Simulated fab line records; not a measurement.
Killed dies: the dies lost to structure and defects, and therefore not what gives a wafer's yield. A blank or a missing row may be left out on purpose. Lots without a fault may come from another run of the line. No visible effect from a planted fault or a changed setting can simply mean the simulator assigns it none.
Which tool did it? | flow n5_finfet | Sampling: 11 lots, 33 wafers, 4 of 1938 route steps

== WHAT THE GAUGES READ, wafer by wafer ==
N5_BEOL_M15_INSPECT_30: inspects for defects (macro).
lot  | measured     | on                | raw_defect_count
L923 | day 12 08:55 | defect_inspect-01 | 0 2 2
L924 | day 12 10:41 | defect_inspect-02 | 1 2 2
L925 | day 12 12:45 | defect_inspect-02 | 5 3 1
L927 | day 12 14:40 | defect_inspect-01 | 2 3 4
L928 | day 12 16:19 | defect_inspect-02 | 5 0 2
L934 | day 14 15:20 | defect_inspect-01 | 6 1 4
L937 | day 14 19:36 | defect_inspect-01 | 1 2 1
L935 | day 15 05:52 | defect_inspect-02 | 3 2 0
L943 | day 16 21:42 | defect_inspect-01 | 4 3 2
L945 | day 17 00:16 | defect_inspect-01 | 3 3 3
L946 | day 17 07:45 | defect_inspect-02 | 0 4 6

== TOOL THAT RAN EACH LOT (tool first, then ch and the chambers of the sampled wafers, then the start) ==
lot  | N5_BEOL_M14_ANNEAL_48            | N5_BEOL_M15_ETCH_57                | N5_BEOL_M15_COAT_60
L923 | rtp_anneal-02 ch 0, day 12 05:50 | rie_diel-02 ch 0,1,2, day 12 08:05 | litho_track-03 ch 0, day 12 08:35
L924 | rtp_anneal-01 ch 0, day 12 06:14 | rie_diel-06 ch 1,2, day 12 09:43   | litho_track-04 ch 0, day 12 10:14
L925 | rtp_anneal-02 ch 0, day 12 08:56 | rie_diel-06 ch 0,1,2, day 12 11:55 | litho_track-02 ch 0, day 12 12:25
L927 | rtp_anneal-01 ch 0, day 12 09:58 | rie_diel-06 ch 0,2,3, day 12 13:43 | litho_track-04 ch 0, day 12 14:13
L928 | rtp_anneal-02 ch 0, day 12 11:15 | rie_diel-06 ch 0,1, day 12 15:22   | litho_track-04 ch 0, day 12 15:52
L934 | rtp_anneal-01 ch 0, day 14 12:23 | rie_diel-04 ch 2,3, day 14 14:31   | litho_track-04 ch 0, day 14 15:01
L937 | rtp_anneal-01 ch 0, day 14 16:35 | rie_diel-04 ch 0,2,3, day 14 18:46 | litho_track-02 ch 0, day 14 19:16
L935 | rtp_anneal-01 ch 0, day 15 02:32 | rie_diel-02 ch 1,2,3, day 15 04:55 | litho_track-04 ch 0, day 15 05:25
L943 | rtp_anneal-02 ch 0, day 16 18:23 | rie_diel-02 ch 1,2,3, day 16 20:45 | litho_track-03 ch 0, day 16 21:15
L945 | rtp_anneal-02 ch 0, day 16 21:05 | rie_diel-04 ch 2,3, day 16 23:19   | litho_track-03 ch 0, day 16 23:49
L946 | rtp_anneal-01 ch 0, day 17 04:26 | rie_diel-06 ch 2,3, day 17 06:48   | litho_track-03 ch 0, day 17 07:18
- N5_BEOL_M14_ANNEAL_48: time 90 s.
- N5_BEOL_M15_ETCH_57: etches SOC in N2/H2, time 750 s.
- N5_BEOL_M15_COAT_60: time 60 s, resist thk 89 nm.

== THE ANSWER, worked out from the rows above alone ==
Rule: the lots themselves supply what counts as usual. The widest of any qualifying gaps counts: lots, ordered by their means at a reading, are off when they make up no more than a third of the lots, leave a main group of 4 or more, and stand apart from it by 3 or more times the standard deviation of that group's means. If all means in a main group match to the digits the tables above print for the reading, that group is not used. A lot without any number at a reading at which 4 lots or more have one is off too. Where the step has rows for the other lots, those lots are counted as sound.
No lot is off at any reading shown: from this, nothing can be told.

== WHAT THE SIMULATOR HAD PUT IN ==
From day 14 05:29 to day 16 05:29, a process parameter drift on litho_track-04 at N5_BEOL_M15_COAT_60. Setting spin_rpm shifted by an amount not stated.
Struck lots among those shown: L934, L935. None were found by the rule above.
